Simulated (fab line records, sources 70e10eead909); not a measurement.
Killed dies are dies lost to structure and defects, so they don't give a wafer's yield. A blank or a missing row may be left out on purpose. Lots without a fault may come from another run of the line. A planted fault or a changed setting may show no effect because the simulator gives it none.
fab line records | flow nand_harc
record lots=24 wafers=72 last_day=33
route steps=1302 shown A_CONTACT@1067 A_BLC@1121
lots that met no fault: from a run of the same line without faults
start_h: hours from the record's first day to the start of the lot's first wafer shown | wait_h: hours since the lot's step before | " the same as in the row above | L1.1+2: a row that stands for several wafers | - no value, or no start given | * or withheld: withheld | < > ~ a bound
route shown NAME@n: a module of which the file shows steps, and the number in the route of the first | usual: mean/standard deviation of fault-free wafers | same: alike in all rows | chamber/n: place in a boat | sites: the reading at each site | _std_site: their standard deviation | _edge_site: outer sites' mean less inner sites' | radius_mm: how far each site lies from the wafer's centre | mask NAME#n: copy n | behind: the tool/chamber that last shaped the wafer | hold: why the lot was held/for how many hours/how that ended | device: the transistor (n, p or np) that didn't switch | end of line: the same wafers' tests at the end of the route | a step without rows: its recipe alone | killed: dies lost to structure and defects at the first sort, not the wafer's yield | map: a wafer's dies, x killed, . not, _ none there
set.NAME: the setting as run; set.NAME@STEP: as run at that earlier step | model.NAME: the simulator's own value behind a step, which no gauge read
steps of the route over a sample of lots; a table a step, a row a wafer
services: from which hour (start_h, from the record's first day; less than 0 if before it) a tool's chamber was out of use, for how many hours, and why
## steps
# step NHARC_A_CONTACT_DEP_85
# recipe target_thk_a=600 target_thk_nm=60 temp_c=400 pressure_torr=3.5 flow_sccm=200 rf_w=350 material=SiON
# usual heater_power_w=782/90 showerhead_vpp_V=1140/61
# columns lot.wafer tool chamber start_h wait_h heater_power_w showerhead_vpp_V
L074.3 pecvd-02 1 519.81 0.9 744 1074
L074.2 " 2 " " 783 1194
L074.6 " 1 " " 759 1066
L075.2 pecvd-03 2 520.25 1.2 812 1125
L075.5 " 1 " " 875 1168
L075.4 " 0 " " 893 1195
L076.2 pecvd-01 0 533.86 1.2 850 1290
L076.6 " 1 " " 632 1103
L076.5 " 0 " " 850 1269
L077.3 pecvd-02 0 535.53 0.9 752 1090
L077.4 " 0 " " 771 1088
L077.5 " 1 " " 736 1055
L078.1 pecvd-01 2 538.91 1.4 726 1109
L078.2 " 0 " " 798 1266
L078.4 " 2 " " 747 1107
L079.3 pecvd-02 0 545.74 0.9 727 1109
L079.2 " 2 " " 882 1202
L079.5 " 1 " " 731 1074
L081.3 pecvd-01 2 576.31 0.9 773 1118
L081.1 " 0 " " 904 1268
L081.5 " 2 " " 772 1096
L080.3 pecvd-02 1 582.76 0.9 744 1051
L080.6 " 0 " " 841 1089
L080.5 " 2 " " 739 1175
L083.2 pecvd-03 1 599.05 1.2 822 1168
L083.5 " 0 " " 1000 1198
L083.6 " 1 " " 830 1172
L082.4 pecvd-02 0 607.14 0.7 687 1106
L082.6 " 1 " " 726 1057
L082.5 " 2 " " 875 1189
L085.4 pecvd-01 0 628.47 0.7 865 1286
L085.3 " 2 " " 729 1109
L085.5 " 0 " " 874 1262
L086.2 pecvd-02 0 632.70 1.2 773 1088
L086.6 " 1 " " 596 1074
L086.5 " 0 " " 783 1118
L084.5 pecvd-02 1 633.94 0.4 697 1084
L084.4 " 2 " " 724 1196
L084.6 " 0 " " 711 1102
L087.3 pecvd-02 1 642.25 0.9 637 1058
L087.2 " 2 " " 700 1184
L087.4 " 0 " " 791 1111
L088.2 pecvd-02 0 654.73 1.2 795 1107
L088.5 " 0 " " 830 1088
L088.4 " 1 " " 675 1057
L089.3 pecvd-01 1 656.11 0.9 659 1083
L089.6 " 2 " " 813 1107
L089.5 " 0 " " 868 1268
L091.3 pecvd-03 2 682.16 0.9 849 1143
L091.2 " 0 " " 991 1162
L091.4 " 1 " " 889 1170
L092.1 pecvd-02 1 689.45 1.4 672 1075
L092.2 " 2 " " 831 1177
L092.5 " 1 " " 649 1071
L090.1 pecvd-01 0 691.72 1.5 827 1271
L090.2 " 1 " " 624 1082
L090.3 " 2 " " 735 1119
L093.2 pecvd-03 0 695.44 1.2 857 1179
L093.3 " 2 " " 868 1154
L093.4 " 1 " " 823 1155
L094.2 pecvd-03 1 713.70 1.2 896 1143
L094.4 " 2 " " 850 1149
L094.5 " 0 " " 960 1157
L095.1 pecvd-03 2 714.23 1.4 742 1150
L095.2 " 1 " " 847 1165
L095.4 " 2 " " 755 1134
L096.3 pecvd-02 2 735.96 0.9 822 1204
L096.1 " 0 " " 771 1103
L096.6 " 0 " " 769 1110
L097.2 pecvd-02 0 744.51 1.2 809 1080
L097.1 " 1 " " 728 1075
L097.5 " 0 " " 818 1109
# step NHARC_A_CONTACT_CD_MEAS_08
# recipe target_cd_nm=200 landing_energy_ev=500
# usual cd_nm=200.1/0.44
# columns lot.wafer tool chamber start_h wait_h cd_nm
L074.2 cd_sem-03 0 520.53 - 199.5
L074.3 " 0 " " 200.1
L074.6 " 0 " " 199.7
L075.2 cd_sem-01 0 520.95 - 200.1
L075.4 " 0 " " 201.0
L075.5 " 0 " " 200.7
L076.2 cd_sem-02 0 534.53 - 199.7
L076.5 " 0 " " 200.7
L076.6 " 0 " " 200.5
L077.3 cd_sem-03 0 536.28 - 200.1
L077.4 " 0 " " 200.2
L077.5 " 0 " " 200.1
L078.1 cd_sem-02 0 539.51 - 199.5
L078.2 " 0 " " 200.0
L078.4 " 0 " " 199.7
L079.2 cd_sem-03 0 546.46 - 199.9
L079.3 " 0 " " 200.3
L079.5 " 0 " " 200.0
L081.1 cd_sem-02 0 576.91 - 200.1
L081.3 " 0 " " 200.0
L081.5 " 0 " " 199.2
L080.3 cd_sem-01 0 583.46 - 199.6
L080.5 " 0 " " 199.3
L080.6 " 0 " " 199.7
L083.2 cd_sem-03 0 599.60 - 200.5
L083.5 " 0 " " 200.5
L083.6 " 0 " " 199.8
L082.4 cd_sem-02 0 607.65 - 200.1
L082.5 " 0 " " 199.5
L082.6 " 0 " " 200.0
L085.3 cd_sem-01 0 629.20 - 200.6
L085.4 " 0 " " 201.3
L085.5 " 0 " " 200.6
L086.2 cd_sem-03 0 633.37 - 199.6
L086.5 " 0 " " 200.6
L086.6 " 0 " " 199.8
L084.4 cd_sem-01 0 634.45 - 201.1
L084.5 " 0 " " 201.1
L084.6 " 0 " " 200.9
L087.2 cd_sem-02 0 642.97 - 200.0
L087.3 " 0 " " 199.6
L087.4 " 0 " " 199.8
L088.2 cd_sem-02 0 655.43 - 200.0
L088.4 " 0 " " 200.7
L088.5 " 0 " " 200.3
L089.3 cd_sem-03 0 656.66 - 200.6
L089.5 " 0 " " 200.5
L089.6 " 0 " " 199.8
L091.2 cd_sem-01 0 682.89 - 200.3
L091.3 " 0 " " 200.1
L091.4 " 0 " " 200.6
L092.1 cd_sem-03 0 690.26 - 200.0
L092.2 " 0 " " 199.6
L092.5 " 0 " " 200.1
L090.1 cd_sem-02 0 692.32 - 200.2
L090.2 " 0 " " 200.4
L090.3 " 0 " " 200.4
L093.2 cd_sem-01 0 696.04 - 199.3
L093.3 " 0 " " 199.7
L093.4 " 0 " " 199.8
L094.2 cd_sem-01 0 714.24 - 200.8
L094.4 " 0 " " 200.2
L094.5 " 0 " " 199.2
L095.1 cd_sem-01 0 714.95 - 199.1
L095.2 " 0 " " 199.7
L095.4 " 0 " " 199.9
L096.1 cd_sem-03 0 736.68 - 200.1
L096.3 " 0 " " 200.6
L096.6 " 0 " " 200.3
L097.1 cd_sem-03 0 745.07 - 200.4
L097.2 " 0 " " 199.9
L097.5 " 0 " " 199.9
# step NHARC_A_CONTACT_ETCH_88
# recipe target_depth_a=390 over_etch_frac=0.3 time_s=65 ion_energy_ev=80 cf4_flow_sccm=150 ar_flow_sccm=0 rf_w=300 bias_w=100 chemistry=CF4
# usual drypump_motor_current_A=5.7/0.45 oes_product_au=1.001/0.0079 rf_vpp_V=150.8/0.89 showerhead_plenum_p_Torr=1.73/0.035 throttle_valve_pct=13.283/0.0092
# columns lot.wafer tool chamber start_h wait_h drypump_motor_current_A oes_product_au rf_hours_counter_h rf_vpp_V showerhead_plenum_p_Torr throttle_valve_pct
L074.2 rie_diel-06 2 520.80 0.1 5.0 1.003 8 151.3 1.77 13.271
L074.3 " 1 " " 5.8 1.009 9 152.3 1.80 13.279
L074.6 " 3 " " 5.9 1.006 - 150.5 1.69 13.283
L075.2 rie_diel-12 3 521.21 0.1 6.5 0.983 13 150.0 1.73 13.279
L075.4 " 0 " " 5.5 0.997 15 151.8 1.76 13.287
L075.5 " 0 " " 5.5 1.005 - 151.4 1.76 13.271
L076.2 rie_diel-09 3 534.81 0.1 5.8 0.992 11 150.3 1.79 13.296
L076.5 " 1 " " 6.2 1.010 - 149.4 1.68 13.281
L076.6 " 2 " " 5.8 0.993 - 151.2 1.76 13.280
L077.3 rie_diel-12 2 536.56 0.1 5.1 0.999 16 150.4 1.72 13.284
L077.4 " 3 " " 6.5 0.999 15 149.7 1.73 13.287
L077.5 " 1 " " 5.8 1.001 - 150.3 1.76 13.285
L078.1 rie_diel-12 0 539.81 0.1 5.5 1.010 17 151.7 1.76 13.269
L078.4 " 1 " " 5.8 1.013 18 152.0 1.76 13.289
L078.2 " 2 " " 5.0 1.003 17 149.1 1.72 13.288
L079.2 rie_diel-12 0 546.73 0.1 5.5 0.999 18 149.9 1.76 13.278
L079.3 " 1 " " 5.8 1.000 19 151.9 1.76 13.282
L079.5 " 0 " " 5.5 1.012 - 152.4 1.76 13.271
L081.3 rie_diel-12 0 577.19 0.1 5.5 1.007 21 149.8 1.76 13.265
L081.1 " 1 " " 5.8 0.997 21 151.3 1.76 13.284
L081.5 " 0 " " 5.5 1.002 - 151.2 1.76 13.283
L080.3 rie_diel-12 0 583.73 0.1 5.5 1.010 22 152.0 1.76 13.310
L080.6 " 3 " " 6.5 0.999 - 149.8 1.73 13.292
L080.5 " 0 " " 5.5 1.006 - 150.4 1.76 13.293
L083.2 rie_diel-06 3 599.88 0.1 5.9 1.011 27 149.3 1.69 13.287
L083.6 " 1 " " 5.7 1.008 - 150.5 1.80 13.280
L083.5 " 2 " " 5.1 1.009 - 150.8 1.76 13.282
L082.4 rie_diel-06 2 608.02 0.1 5.0 0.997 34 150.8 1.76 13.287
L082.5 " 0 " " 5.7 1.007 - 150.4 1.72 13.283
L082.6 " 1 " " 5.8 1.006 - 151.1 1.79 13.277
L085.3 rie_diel-06 3 629.46 0.1 5.9 0.999 35 151.6 1.68 13.288
L085.4 " 2 " " 5.0 1.005 38 152.2 1.76 13.274
L085.5 " 0 " " 5.7 1.001 - 150.2 1.72 13.284
L086.2 rie_diel-12 0 633.64 0.1 5.4 1.000 0 151.5 1.75 13.283
L086.6 " 3 " " 6.5 0.999 - 150.4 1.72 13.268
L086.5 " 0 " " 5.4 0.995 - 151.2 1.75 13.276
L084.4 rie_diel-09 1 634.72 0.1 6.2 1.001 47 150.5 1.67 13.282
L084.5 " 0 " " 5.7 1.007 - 150.2 1.67 13.280
L084.6 " 1 " " 6.2 1.002 - 149.9 1.67 13.289
L087.3 rie_diel-06 3 643.24 0.1 5.9 1.001 41 149.7 1.68 13.287
L087.2 " 1 " " 5.7 1.002 50 150.1 1.79 13.301
L087.4 " 2 " " 5.0 0.998 44 151.7 1.76 13.283
L088.4 rie_diel-09 3 655.71 0.1 5.8 0.988 55 151.1 1.78 13.283
L088.2 " 0 " " 5.7 1.016 54 149.2 1.66 13.289
L088.5 " 3 " " 5.8 1.002 - 150.3 1.78 13.279
L089.3 rie_diel-12 1 656.93 0.1 5.8 1.001 3 149.9 1.76 13.285
L089.6 " 0 " " 5.5 1.001 - 151.5 1.75 13.284
L089.5 " 1 " " 5.8 0.996 - 151.1 1.76 13.292
L091.3 rie_diel-12 2 683.27 0.2 5.1 0.998 10 151.4 1.71 13.270
L091.2 " 0 " " 5.5 1.003 10 151.4 1.75 13.287
L091.4 " 1 " " 5.8 0.993 9 152.0 1.76 13.278
L092.1 rie_diel-12 2 690.54 0.1 5.1 0.988 11 150.9 1.71 13.272
L092.2 " 0 " " 5.5 1.004 12 152.9 1.75 13.278
L092.5 " 2 " " 5.1 0.999 - 149.5 1.71 13.279
L090.1 rie_diel-12 2 692.64 0.1 5.1 1.001 12 150.5 1.71 13.280
L090.3 " 3 " " 6.5 1.005 13 150.8 1.72 13.262
L090.2 " 1 " " 5.8 1.006 11 151.2 1.76 13.275
L093.3 rie_diel-09 2 696.39 0.1 5.8 0.987 4 149.5 1.75 13.298
L093.4 " 3 " " 5.8 0.987 6 151.9 1.78 13.279
L093.2 " 0 " " 5.7 0.985 5 148.8 1.66 13.292
L094.2 rie_diel-12 3 714.80 0.4 6.5 0.999 18 151.0 1.72 13.292
L094.5 " 0 " " 5.5 1.002 - 151.6 1.75 13.293
L094.4 " 2 " " 5.1 1.014 - 150.9 1.71 13.269
L095.1 rie_diel-09 0 715.23 0.1 5.7 0.997 12 149.2 1.66 13.277
L095.4 " 1 " " 6.2 1.004 9 151.1 1.67 13.283
L095.2 " 2 " " 5.8 0.995 10 151.2 1.75 13.273
L096.1 rie_diel-06 2 736.96 0.1 5.0 1.011 21 151.9 1.75 13.284
L096.3 " 0 " " 5.7 1.005 21 150.4 1.71 13.287
L096.6 " 2 " " 5.0 1.002 - 151.1 1.75 13.286
L097.2 rie_diel-12 0 745.35 0.1 5.5 1.003 23 151.4 1.75 13.275
L097.1 " 1 " " 5.8 1.017 16 151.4 1.76 13.294
L097.5 " 1 " " 5.8 1.002 - 151.3 1.76 13.295
# step NHARC_A_CONTACT_ETCH_31
# recipe target_depth_a=28000 over_etch_frac=0.3 time_s=728 ion_energy_ev=150 o2_flow_sccm=400 cos_flow_sccm=20 ar_flow_sccm=0 rf_w=500 bias_w=300 chemistry=O2/COS
# usual drypump_motor_current_A=5.7/0.45 o2_flow_sccm=399.9/1.2 oes_product_au=1.001/0.0071 rf_vpp_V=313.3/1.3 showerhead_plenum_p_Torr=3.06/0.065 throttle_valve_pct=28.330/0.0082
# columns lot.wafer tool chamber start_h wait_h drypump_motor_current_A o2_flow_sccm oes_product_au rf_hours_counter_h rf_vpp_V showerhead_plenum_p_Torr throttle_valve_pct
L074.3 rie_diel-06 0 - - 5.7 398.7 1.005 10 313.8 3.05 28.326
L074.2 " 1 " " 5.8 400.6 1.007 9 315.6 3.18 28.318
L074.6 " 2 " " 5.0 398.1 1.002 - 316.0 3.12 28.340
L075.2 rie_diel-12 2 - - 5.1 400.9 1.004 13 313.9 3.03 28.334
L075.4 " 0 " " 5.4 400.2 1.007 15 315.7 3.10 28.329
L075.5 " 2 " " 5.1 401.1 1.010 - 313.2 3.03 28.328
L076.2 rie_diel-09 3 - - 5.8 399.6 0.997 11 314.5 3.17 28.349
L076.5 " 1 " " 6.2 398.7 0.999 - 312.5 2.97 28.321
L076.6 " 2 " " 5.8 400.2 0.998 - 313.8 3.11 28.325
L077.3 rie_diel-12 1 - - 5.8 399.9 1.002 18 314.4 3.11 28.329
L077.4 " 2 " " 5.1 398.6 1.012 16 313.4 3.03 28.328
L077.5 " 2 " " 5.1 398.6 1.003 - 312.0 3.03 28.330
L078.2 rie_diel-12 3 - - 6.5 399.8 0.995 16 312.7 3.05 28.336
L078.4 " 0 " " 5.5 399.7 1.002 18 313.4 3.10 28.314
L078.1 " 1 " " 5.8 400.6 1.003 19 313.2 3.11 28.331
L079.3 rie_diel-12 3 - - 6.5 399.3 0.992 17 314.5 3.05 28.327
L079.2 " 1 " " 5.8 398.5 0.993 19 315.3 3.11 28.336
L079.5 " 3 " " 6.5 400.2 1.003 - 310.7 3.05 28.326
L081.1 rie_diel-12 0 - - 5.5 399.0 0.997 21 312.9 3.10 28.345
L081.3 " 2 " " 5.1 401.9 1.007 20 312.8 3.03 28.342
L081.5 " 1 " " 5.8 399.8 1.002 - 314.5 3.11 28.337
L080.3 rie_diel-12 0 - - 5.5 398.8 1.006 23 314.3 3.10 28.321
L080.6 " 3 " " 6.5 400.9 1.008 - 313.1 3.04 28.326
L080.5 " 0 " " 5.5 399.9 1.001 - 312.3 3.10 28.344
L083.2 rie_diel-06 2 - - 5.0 399.9 1.001 28 314.4 3.11 28.328
L083.6 " 3 " " 5.9 403.9 1.011 - 311.5 2.97 28.332
L083.5 " 0 " " 5.7 400.4 1.001 - 312.1 3.04 28.327
L082.4 rie_diel-06 1 - - 5.8 400.9 1.007 39 314.0 3.17 28.340
L082.5 " 0 " " 5.8 401.3 1.011 - 314.2 3.04 28.342
L082.6 " 1 " " 5.8 401.7 1.012 - 314.7 3.17 28.329
L085.3 rie_diel-06 3 - - 5.9 400.9 1.005 35 312.7 2.97 28.328
L085.4 " 0 " " 5.8 399.6 1.005 42 311.7 3.04 28.341
L085.5 " 2 " " 5.0 401.2 0.996 - 313.4 3.11 28.326
L086.2 rie_diel-12 3 - - 6.5 399.9 0.989 1 313.3 3.04 28.343
L086.5 " 0 " " 5.5 399.7 0.992 - 314.2 3.09 28.332
L086.6 " 1 " " 5.8 399.5 1.003 - 314.7 3.11 28.344
L084.4 rie_diel-09 0 - - 5.7 399.5 1.006 48 311.6 2.94 28.318
L084.5 " 3 " " 5.8 399.3 0.990 - 313.1 3.15 28.333
L084.6 " 0 " " 5.7 397.9 1.004 - 310.8 2.94 28.326
L087.2 rie_diel-06 2 - - 5.1 398.7 0.996 45 315.7 3.11 28.319
L087.3 " 3 " " 5.9 401.3 1.001 42 311.1 2.96 28.329
L087.4 " 1 " " 5.8 400.2 1.013 50 315.9 3.16 28.329
L088.2 rie_diel-09 1 - - 6.2 401.1 1.002 53 311.1 2.95 28.327
L088.4 " 2 " " 5.8 397.5 0.999 49 313.9 3.09 28.321
L088.5 " 1 " " 6.2 398.5 0.991 - 312.7 2.95 28.326
L089.3 rie_diel-12 0 - - 5.5 399.2 1.006 4 312.5 3.09 28.324
L089.5 " 0 " " 5.5 399.9 1.002 - 313.9 3.09 28.333
L089.6 " 1 " " 5.8 399.4 1.005 - 312.8 3.11 28.335
L091.3 rie_diel-12 2 - - 5.1 402.7 1.001 10 311.9 3.02 28.320
L091.4 " 3 " " 6.5 398.7 0.991 11 311.7 3.04 28.324
L091.2 " 1 " " 5.8 398.8 1.007 9 314.7 3.10 28.313
L092.2 rie_diel-12 2 - - 5.1 399.1 0.998 12 313.7 3.02 28.321
L092.1 " 0 " " 5.5 401.4 1.008 12 312.4 3.09 28.324
L092.5 " 3 " " 6.5 400.7 0.994 - 314.1 3.03 28.326
L090.3 rie_diel-12 3 - - 6.5 399.6 0.997 13 313.3 3.03 28.326
L090.1 " 0 " " 5.5 401.2 1.006 13 312.7 3.09 28.324
L090.2 " 1 " " 5.8 398.6 1.003 11 313.7 3.10 28.337
L093.3 rie_diel-09 3 - - 5.8 399.7 0.994 6 314.9 3.14 28.338
L093.4 " 1 " " 6.2 399.1 0.997 4 313.2 2.94 28.322
L093.2 " 2 " " 5.8 399.2 0.989 4 314.2 3.08 28.335
L095.1 rie_diel-09 0 - - 5.7 399.6 0.995 12 311.6 2.93 28.329
L095.2 " 2 " " 5.9 401.9 0.990 10 314.0 3.08 28.328
L095.4 " 3 " " 5.8 399.0 0.994 12 315.6 3.14 28.319
L094.2 rie_diel-12 2 - - 5.1 400.5 1.004 19 313.3 3.02 28.320
L094.5 " 3 " " 6.5 399.6 0.998 - 312.8 3.03 28.326
L094.4 " 2 " " 5.1 400.4 1.000 - 312.3 3.02 28.318
L096.1 rie_diel-06 1 - - 5.8 400.0 1.016 13 314.4 3.15 28.329
L096.3 " 2 " " 5.0 400.4 1.001 22 313.0 3.09 28.346
L096.6 " 0 " " 5.8 401.0 1.004 - 313.1 3.02 28.338
L097.2 rie_diel-12 1 - - 5.8 400.7 0.990 17 313.1 3.10 28.319
L097.1 " 2 " " 5.1 400.4 0.994 24 312.0 3.01 28.325
L097.5 " 3 " " 6.5 400.8 0.985 - 312.5 3.03 28.337
# step NHARC_A_CONTACT_ETCH_136
# recipe source_w=withheld pressure_mtorr=20 bias_v=1200 time_s=311 target_depth_a=19120 ar_flow_sccm=withheld c4f8_flow_sccm=withheld o2_flow_sccm=withheld chemistry=C4F8/O2/Ar
# columns lot.wafer tool chamber start_h wait_h rf_hours_counter_h
L074.2 har_cap_etch-01 1 522.36 0.2 3
L074.3 " 1 " " -
L074.6 " 0 " " -
L075.2 har_cap_etch-02 0 522.77 0.2 93
L075.4 " 0 " " -
L075.5 " 0 " " -
L076.2 har_cap_etch-01 1 536.35 0.2 6
L076.5 " 0 " " -
L076.6 " 1 " " -
L077.4 har_cap_etch-03 0 538.15 0.2 -
L077.3 " 1 " " -
L077.5 " 1 " " -
L078.1 har_cap_etch-01 1 541.47 0.2 8
L078.2 " 0 " " 8
L078.4 " 1 " " -
L079.2 har_cap_etch-03 0 548.24 0.2 50
L079.3 " 1 " " -
L079.5 " 0 " " -
L081.1 har_cap_etch-01 0 578.75 0.2 11
L081.3 " 0 " " -
L081.5 " 1 " " -
L080.3 har_cap_etch-02 0 585.37 0.2 -
L080.5 " 1 " " -
L080.6 " 0 " " -
L083.2 har_cap_etch-03 1 601.42 0.2 56
L083.6 " 0 " " -
L083.5 " 1 " " -
L082.4 har_cap_etch-02 1 609.71 0.2 -
L082.5 " 0 " " -
L082.6 " 1 " " -
L085.3 har_cap_etch-03 0 631.06 0.2 -
L085.4 " 1 " " -
L085.5 " 1 " " -
L086.2 har_cap_etch-02 0 635.19 0.2 115
L086.5 " 1 " " -
L086.6 " 0 " " -
L084.4 har_cap_etch-03 1 636.36 0.2 -
L084.6 " 0 " " -
L084.5 " 1 " " -
L087.2 har_cap_etch-03 0 644.75 0.2 64
L087.3 " 0 " " -
L087.4 " 1 " " -
L088.2 har_cap_etch-03 0 657.22 0.2 65
L088.4 " 1 " " -
L088.5 " 1 " " -
L089.3 har_cap_etch-01 1 658.57 0.2 -
L089.6 " 0 " " -
L089.5 " 1 " " -
L091.2 har_cap_etch-02 0 684.83 0.2 124
L091.4 " 1 " " -
L091.3 " 0 " " -
L092.1 har_cap_etch-02 0 692.04 0.2 126
L092.2 " 1 " " 126
L092.5 " 0 " " -
L090.1 har_cap_etch-03 1 694.25 0.2 73
L090.2 " 0 " " 73
L090.3 " 1 " " -
L093.2 har_cap_etch-03 0 698.01 0.2 74
L093.3 " 0 " " -
L093.4 " 1 " " -
L095.2 har_cap_etch-02 0 716.77 0.2 129
L095.1 " 1 " " 129
L095.4 " 1 " " -
L094.2 har_cap_etch-03 0 717.49 0.2 77
L094.4 " 1 " " -
L094.5 " 0 " " -
L096.1 har_cap_etch-03 1 738.46 0.2 81
L096.3 " 1 " " -
L096.6 " 0 " " -
L097.2 har_cap_etch-03 0 746.85 0.2 82
L097.1 " 1 " " 82
L097.5 " 1 " " -
# step NHARC_A_BLC_ETCH_16
# recipe target_depth_a=390 over_etch_frac=0.3 time_s=65 ion_energy_ev=80 cf4_flow_sccm=150 ar_flow_sccm=0 rf_w=300 bias_w=100 chemistry=CF4
# usual drypump_motor_current_A=5.55/0.22 oes_product_au=0.999/0.0082 rf_vpp_V=151.4/1.1 showerhead_plenum_p_Torr=1.78/0.061 throttle_valve_pct=13.284/0.0093
# columns lot.wafer tool chamber start_h wait_h drypump_motor_current_A oes_product_au rf_hours_counter_h rf_vpp_V showerhead_plenum_p_Torr throttle_valve_pct
L074.3 rie_diel-05 3 527.16 0.1 5.38 0.983 7 151.2 1.79 13.275
L074.2 " 0 " " 5.63 0.990 7 151.1 1.83 13.272
L074.6 " 0 " " 5.64 0.992 - 152.9 1.83 13.276
L075.4 rie_diel-03 0 527.75 0.1 5.61 0.998 6 152.7 1.87 13.279
L075.2 " 2 " " 5.99 1.000 5 151.0 1.84 13.283
L075.5 " 0 " " 5.63 0.986 - 153.4 1.87 13.289
L076.2 rie_diel-03 3 541.01 0.1 5.59 0.995 8 151.1 1.74 13.276
L076.6 " 0 " " 5.63 0.992 - 152.6 1.87 13.274
L076.5 " 1 " " 5.48 1.009 - 150.0 1.70 13.295
L077.3 rie_diel-05 1 543.10 0.1 5.36 1.001 9 152.6 1.77 13.279
L077.4 " 0 " " 5.63 0.993 - 152.0 1.83 13.301
L077.5 " 1 " " 5.39 1.000 - 151.6 1.77 13.274
L078.2 rie_diel-05 3 546.34 0.1 5.41 0.997 9 152.3 1.79 13.290
L078.1 " 0 " " 5.67 0.994 9 152.6 1.83 13.273
L078.4 " 0 " " 5.66 0.996 - 151.6 1.83 13.295
L079.2 rie_diel-03 2 553.06 0.1 5.99 0.981 7 152.4 1.84 13.287
L079.3 " 3 " " 5.66 1.009 9 149.0 1.73 13.294
L079.5 " 2 " " 5.98 0.987 - 152.0 1.84 13.281
L081.1 rie_diel-05 3 583.52 0.1 5.40 0.999 13 150.1 1.79 13.271
L081.3 " 1 " " 5.40 1.002 14 151.8 1.77 13.295
L081.5 " 0 " " 5.63 1.002 - 151.3 1.83 13.273
L080.3 rie_diel-03 2 590.09 0.1 5.97 1.001 11 151.2 1.83 13.283
L080.6 " 0 " " 5.66 0.983 - 152.7 1.86 13.294
L080.5 " 1 " " 5.53 1.013 - 151.2 1.70 13.287
L083.2 rie_diel-03 0 606.82 0.1 5.65 0.990 13 152.8 1.86 13.272
L083.6 " 3 " " 5.58 1.006 - 151.3 1.73 13.305
L083.5 " 0 " " 5.67 0.989 - 153.3 1.86 13.289
L082.4 rie_diel-03 0 614.54 0.1 5.63 0.993 14 153.0 1.86 13.272
L082.5 " 0 " " 5.64 0.993 - 152.0 1.86 13.278
L082.6 " 1 " " 5.51 1.020 - 150.8 1.70 13.282
L085.3 rie_diel-05 1 635.85 0.1 5.43 0.990 1 151.7 1.77 13.295
L085.4 " 2 " " 5.61 1.001 - 150.5 1.84 13.277
L085.5 " 0 " " 5.65 0.992 - 150.9 1.83 13.287
L086.2 rie_diel-05 2 639.88 0.1 5.59 0.993 2 152.6 1.84 13.278
L086.6 " 3 " " 5.39 0.992 - 151.2 1.79 13.295
L086.5 " 0 " " 5.65 0.994 - 152.1 1.83 13.280
L084.4 rie_diel-05 1 641.08 0.1 5.40 1.001 2 150.0 1.77 13.271
L084.5 " 2 " " 5.58 0.999 - 151.9 1.84 13.275
L084.6 " 3 " " 5.39 0.994 - 150.7 1.79 13.275
L087.2 rie_diel-03 1 649.44 0.1 5.51 0.995 0 148.7 1.70 13.276
L087.3 " 2 " " 6.00 0.994 0 152.6 1.83 13.269
L087.4 " 0 " " 5.63 0.987 0 153.0 1.86 13.298
L088.4 rie_diel-03 1 662.05 0.1 5.49 1.001 1 151.1 1.69 13.272
L088.2 " 0 " " 5.69 0.993 1 153.9 1.86 13.289
L088.5 " 2 " " 5.98 1.004 - 151.1 1.83 13.276
L089.3 rie_diel-01 3 663.26 0.1 5.25 1.013 33 149.9 1.66 13.289
L089.6 " 0 " " 5.65 1.009 - 148.9 1.71 13.300
L089.5 " 1 " " 4.81 1.016 - 150.8 1.78 13.284
L091.2 rie_diel-05 2 689.58 0.1 5.57 0.995 5 152.2 1.84 13.298
L091.3 " 3 " " 5.40 0.986 5 152.3 1.79 13.272
L091.4 " 1 " " 5.35 0.998 5 151.7 1.76 13.270
L092.1 rie_diel-05 3 696.99 0.1 5.40 0.998 5 151.8 1.78 13.295
L092.2 " 0 " " 5.66 0.997 5 152.6 1.83 13.278
L092.5 " 3 " " 5.38 0.990 - 152.8 1.78 13.267
L090.1 rie_diel-01 0 699.00 0.1 5.65 0.998 50 149.9 1.71 13.272
L090.2 " 1 " " 4.81 1.008 54 153.0 1.78 13.294
L090.3 " 2 " " 5.91 1.005 49 149.7 1.65 13.285
L093.3 rie_diel-01 2 703.35 0.1 5.91 0.996 51 148.5 1.65 13.289
L093.4 " 3 " " 5.24 1.017 46 149.8 1.65 13.268
L093.2 " 1 " " 4.83 1.003 56 150.2 1.78 13.304
L095.2 rie_diel-03 0 721.58 0.1 5.64 1.001 5 152.6 1.86 13.303
L095.1 " 1 " " 5.52 1.004 6 149.3 1.69 13.277
L095.4 " 2 " " 5.98 1.003 6 152.1 1.83 13.301
L094.4 rie_diel-05 2 722.58 0.1 5.59 0.996 7 152.0 1.84 13.278
L094.2 " 1 " " 5.37 0.998 7 151.6 1.76 13.284
L094.5 " 2 " " 5.61 1.003 - 151.4 1.84 13.288
L096.3 rie_diel-05 1 743.31 0.1 5.41 0.997 9 150.4 1.76 13.286
L096.1 " 3 " " 5.41 0.997 9 150.6 1.78 13.295
L096.6 " 2 " " 5.54 0.998 - 153.3 1.84 13.276
L097.1 rie_diel-05 0 751.60 0.1 5.63 0.997 8 151.9 1.83 13.280
L097.2 " 2 " " 5.55 0.995 10 154.1 1.84 13.285
L097.5 " 3 " " 5.37 0.990 - 152.2 1.78 13.279
## services
# columns tool chamber start_h hours kind
rie_diel-09 - 499.32 9.0 pm
rie_diel-03 1 501.58 4.9 repair
rie_diel-06 - 505.03 0.9 repair
rie_diel-03 2 513.03 1.7 repair
rie_diel-05 2 540.92 19.4 repair
rie_diel-06 2 553.95 8.9 repair
rie_diel-09 1 567.42 1.8 repair
rie_diel-05 0 571.34 4.4 repair
rie_diel-05 2 576.37 7.3 repair
rie_diel-03 3 578.82 7.4 repair
rie_diel-05 - 583.60 9.0 pm
rie_diel-06 2 584.26 14.5 repair
pecvd-02 - 590.85 13.0 pm
rie_diel-09 0 604.31 6.5 repair
rie_diel-12 - 622.40 9.0 pm
rie_diel-05 3 628.01 9.5 repair
rie_diel-06 - 661.20 9.0 pm
rie_diel-05 0 664.91 12.7 repair
pecvd-02 0 666.99 23.4 repair
rie_diel-09 - 670.75 0.1 repair
pecvd-02 - 674.26 0.3 repair
rie_diel-09 - 676.32 9.0 pm
rie_diel-06 1 706.04 23.0 repair
rie_diel-12 1 713.59 23.4 repair
## key
fault none
